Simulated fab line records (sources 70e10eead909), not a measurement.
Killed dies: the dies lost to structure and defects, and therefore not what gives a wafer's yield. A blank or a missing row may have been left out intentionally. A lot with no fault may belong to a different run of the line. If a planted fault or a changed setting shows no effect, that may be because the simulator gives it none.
Which tool did it?	flow nand harc	Sampling: 13 lots, 39 wafers, 4 of 1302 route steps

## WHAT THE GAUGES READ, wafer by wafer
The record holds no reading of a measuring or inspecting step that can be judged against a usual standard deviation.

## EACH LOT AND THE TOOL THAT RAN IT (in order: tool; ch and the chambers of the sampled wafers; start)
lot	NHARC_A_STAIRCASE_ETCH_169	NHARC_A_STAIRCASE_TRIM_12	NHARC_A_STAIRCASE_TRIM_16	NHARC_A_STAIRCASE_ETCH_19
L182	rie diel-01 ch 0,1,2, day 17 21:36	rie diel-04 ch 0,2,3, day 17 23:25	rie diel-04 ch 0,2,3, day 17 23:52	rie diel-04 ch 0,1,3, no start
L184	rie diel-01 ch 0,1,2, day 18 00:16	rie diel-09 ch 0,2,3, day 18 01:58	rie diel-09 ch 1,2,3, day 18 02:26	rie diel-09 ch 1,2,3, no start
L183	rie diel-09 ch 0,1,2, day 18 05:43	rie diel-09 ch 0,2,3, day 18 07:40	rie diel-09 ch 0,1,2, day 18 08:13	rie diel-09 ch 1,2,3, no start
L181	rie diel-09 ch 0,2,3, day 18 05:56	rie diel-01 ch 0,2, day 18 07:52	rie diel-01 ch 1,2, day 18 08:23	rie diel-01 ch 0,2, no start
L186	rie diel-04 ch 0,1,2, day 18 13:52	rie diel-04 ch 1,2, day 18 15:50	rie diel-04 ch 0,1, day 18 16:33	rie diel-04 ch 0,3, no start
L190	rie diel-04 ch 0,2,3, day 20 04:07	rie diel-04 ch 0,1,2, day 20 06:04	rie diel-04 ch 0,2,3, day 20 06:32	rie diel-04 ch 0,2,3, no start
L188	rie diel-01 ch 0,1,3, day 20 08:32	rie diel-04 ch 0,1,2, day 20 10:26	rie diel-04 ch 0,1,2, day 20 11:00	rie diel-04 ch 0,1, no start
L189	rie diel-09 ch 1,2,3, day 20 08:46	rie diel-04 ch 0,1,2, day 20 10:48	rie diel-04 ch 0,1,2, day 20 11:29	rie diel-04 ch 0,1,2, no start
L193	rie diel-01 ch 0,3, day 22 00:43	rie diel-04 ch 0,1,3, day 22 02:40	rie diel-04 ch 0,1,3, day 22 03:12	rie diel-04 ch 2,3, no start
L195	rie diel-09 ch 1,2, day 22 09:30	rie diel-09 ch 0,3, day 22 11:20	rie diel-09 ch 2,3, day 22 11:52	rie diel-09 ch 2,3, no start
L194	rie diel-01 ch 1,3, day 22 15:13	rie diel-01 ch 0,1,2, day 22 17:25	rie diel-01 ch 2,3, day 22 17:53	rie diel-01 ch 0,2,3, no start
L200	rie diel-01 ch 0,1,3, day 24 21:17	rie diel-01 ch 1,2,3, day 24 23:07	rie diel-01 ch 1,2,3, day 24 23:34	rie diel-01 ch 0,2,3, no start
L201	rie diel-01 ch 0,3, day 26 01:55	rie diel-09 ch 1,2, day 26 03:45	rie diel-09 ch 0,3, day 26 04:13	rie diel-09 ch 1,2,3, no start
- NHARC_A_STAIRCASE_ETCH_169: etches the open film in CH3F/O2, target depth 50 nm, time 107.1 s.
- NHARC_A_STAIRCASE_TRIM_12: chemistry O2, time 211.2 s.
- NHARC_A_STAIRCASE_TRIM_16: chemistry O2, time 211.2 s.
- NHARC_A_STAIRCASE_ETCH_19: etches the open film in C4F8/O2, target depth 100 nm, time 40.5 s.

## WHAT THE TOOLS THEMSELVES READ (means of the sampled wafers that have a number; where no wafer has one, the mark that the record gives instead)
NHARC_A_STAIRCASE_ETCH_169. Usual: drypump motor current A 5.8 A, standard deviation 0.5; oes product au 0.963 a.u., standard deviation 0.019; rf fwd power W 497.0 W, standard deviation 1.8; rf vpp V 244.8 V, standard deviation 1.6; showerhead plenum p Torr 2.48 Torr, standard deviation 0.096; throttle valve pct 20.662 %, standard deviation 0.0087.
lot	tool	drypump motor current A (A)	oes product au (a.u.)	rf fwd power W (W)	rf vpp V (V)	showerhead plenum p Torr (Torr)	throttle valve pct (%)	flag
L182	rie diel-01	5.7	0.975	495.7	246.0	2.56	20.659	
L184	rie diel-01	5.7	0.976	497.2	246.2	2.56	20.661	
L183	rie diel-09	6.2	0.957	497.9	243.6	2.43	20.654	
L181	rie diel-09	5.9	0.946	497.2	244.3	2.45	20.660	
L186	rie diel-04	5.4	0.970	497.7	245.5	2.53	20.654	
L190	rie diel-04	5.7	0.967	496.1	244.3	2.46	20.663	
L188	rie diel-01	5.5	0.969	498.0	243.9	2.49	20.664	
L189	rie diel-09	6.0	0.990	498.1	245.4	2.51	20.653	
L193	rie diel-01	5.5	0.949	497.6	244.3	2.52	20.662	
L195	rie diel-09	6.1	0.978	498.9	244.9	2.46	20.654	
L194	rie diel-01	5.7	0.970	497.8	243.4	2.38	20.658	
L200	rie diel-01	5.4	0.971	497.0	245.5	2.47	20.655	
L201	rie diel-01	5.5	0.973	496.9	244.8	2.51	20.665	

NHARC_A_STAIRCASE_TRIM_12. Usual: drypump motor current A 5.8 A, standard deviation 0.51; oes product au 1.003 a.u., standard deviation 0.0095; rf vpp V 57.8 V, standard deviation 0.81; run length s 232.5 s, standard deviation 0.51; showerhead plenum p Torr 3.56 Torr, standard deviation 0.12; throttle valve pct 17.037 %, standard deviation 0.0085.
lot	tool	drypump motor current A (A)	oes product au (a.u.)	rf vpp V (V)	run length s (s)	showerhead plenum p Torr (Torr)	throttle valve pct (%)	flag
L182	rie diel-04	5.8	0.998	58.7	232.4	3.54	17.046	
L184	rie diel-09	5.9	1.009	57.2	232.6	3.51	17.036	
L183	rie diel-09	5.9	1.007	58.2	232.7	3.51	17.031	
L181	rie diel-01	6.2	0.997	58.0	232.7	3.67	17.038	
L186	rie diel-04	5.6	1.009	57.8	232.7	3.64	17.032	
L190	rie diel-04	5.4	0.994	57.1	232.2	3.63	17.031	
L188	rie diel-04	5.4	0.996	58.4	232.3	3.63	17.041	
L189	rie diel-04	5.4	1.005	58.4	232.4	3.63	17.033	
L193	rie diel-04	5.6	0.998	58.3	232.0	3.57	17.034	
L195	rie diel-09	5.9	1.000	58.4	232.5	3.54	17.032	
L194	rie diel-01	5.7	1.002	58.3	232.4	3.65	17.049	
L200	rie diel-01	5.9	1.002	57.1	232.7	3.50	17.041	
L201	rie diel-09	6.3	1.013	58.2	232.6	3.54	17.043	

NHARC_A_STAIRCASE_TRIM_16. Usual: drypump motor current A 5.8 A, standard deviation 0.5; oes product au 1.002 a.u., standard deviation 0.01; rf vpp V 57.8 V, standard deviation 0.83; run length s 232.5 s, standard deviation 0.53; showerhead plenum p Torr 3.56 Torr, standard deviation 0.12; throttle valve pct 17.038 %, standard deviation 0.0092.
lot	tool	drypump motor current A (A)	oes product au (a.u.)	rf vpp V (V)	run length s (s)	showerhead plenum p Torr (Torr)	throttle valve pct (%)	flag
L182	rie diel-04	5.8	0.996	57.1	232.6	3.54	17.033	
L184	rie diel-09	6.0	1.013	58.3	232.5	3.60	17.041	
L183	rie diel-09	6.2	1.011	58.2	233.0	3.49	17.042	
L181	rie diel-01	6.1	1.001	57.8	232.6	3.62	17.044	
L186	rie diel-04	5.3	1.002	57.4	231.9	3.68	17.042	
L190	rie diel-04	5.8	0.998	57.4	232.3	3.53	17.039	
L188	rie diel-04	5.4	0.995	57.6	232.3	3.63	17.024	
L189	rie diel-04	5.4	0.985	58.1	232.3	3.63	17.028	
L193	rie diel-04	5.6	1.005	57.8	212.9	3.57	17.043	OFF
L195	rie diel-09	5.8	1.018	57.1	232.8	3.56	17.039	
L194	rie diel-01	6.4	1.002	57.5	232.4	3.51	17.044	
L200	rie diel-01	5.9	0.998	58.0	232.7	3.50	17.035	
L201	rie diel-09	5.9	1.000	57.8	232.7	3.52	17.040	

NHARC_A_STAIRCASE_ETCH_19. Usual: oes product au 0.944 a.u., standard deviation 0.011; rf fwd power W 593.4 W, standard deviation 2.8; rf vpp V 897 V, standard deviation 4.4.
lot	tool	oes product au (a.u.)	rf fwd power W (W)	rf vpp V (V)	flag
L182	rie diel-04	0.936	594.0	898	
L184	rie diel-09	0.952	595.0	899	
L183	rie diel-09	0.958	591.1	899	
L181	rie diel-01	0.946	590.6	902	
L186	rie diel-04	0.920	596.7	895	
L190	rie diel-04	0.944	595.3	895	
L188	rie diel-04	0.932	594.1	902	
L189	rie diel-04	0.936	594.6	899	
L193	rie diel-04	0.945	592.7	895	
L195	rie diel-09	0.941	594.1	897	
L194	rie diel-01	0.947	589.6	897	
L200	rie diel-01	0.944	590.1	896	
L201	rie diel-09	0.943	592.8	898	

## THE ANSWER, worked out from the rows above alone
Rule: lot off if the mean of its wafers having a number is beyond 3 standard deviations from the usual mean. Also off: a lot with no number at a reading for which 4 or more lots have one. Where the step has rows for the other lots, those lots are counted as sound. First the gauges in route order, then the tools' own readings, where a lot's mean is used as printed above. At the first step where some lot is off, the reading lying furthest off is the one used; lots without a number count as furthest.
Off: L193 (NHARC_A_STAIRCASE_TRIM_16, run length s).
A tool fits if, at that step or a process step before it, it ran every lot that is off, and no sound lot after the first of them. One fits: rie diel-04 at NHARC_A_STAIRCASE_TRIM_12 and NHARC_A_STAIRCASE_TRIM_16. At NHARC_A_STAIRCASE_TRIM_12 its last sound lot is L189 (day 20 10:48), its first lot that is off L193 (day 22 02:40): a fault that began between those two fits.

## WHAT THE SIMULATOR HAD PUT IN
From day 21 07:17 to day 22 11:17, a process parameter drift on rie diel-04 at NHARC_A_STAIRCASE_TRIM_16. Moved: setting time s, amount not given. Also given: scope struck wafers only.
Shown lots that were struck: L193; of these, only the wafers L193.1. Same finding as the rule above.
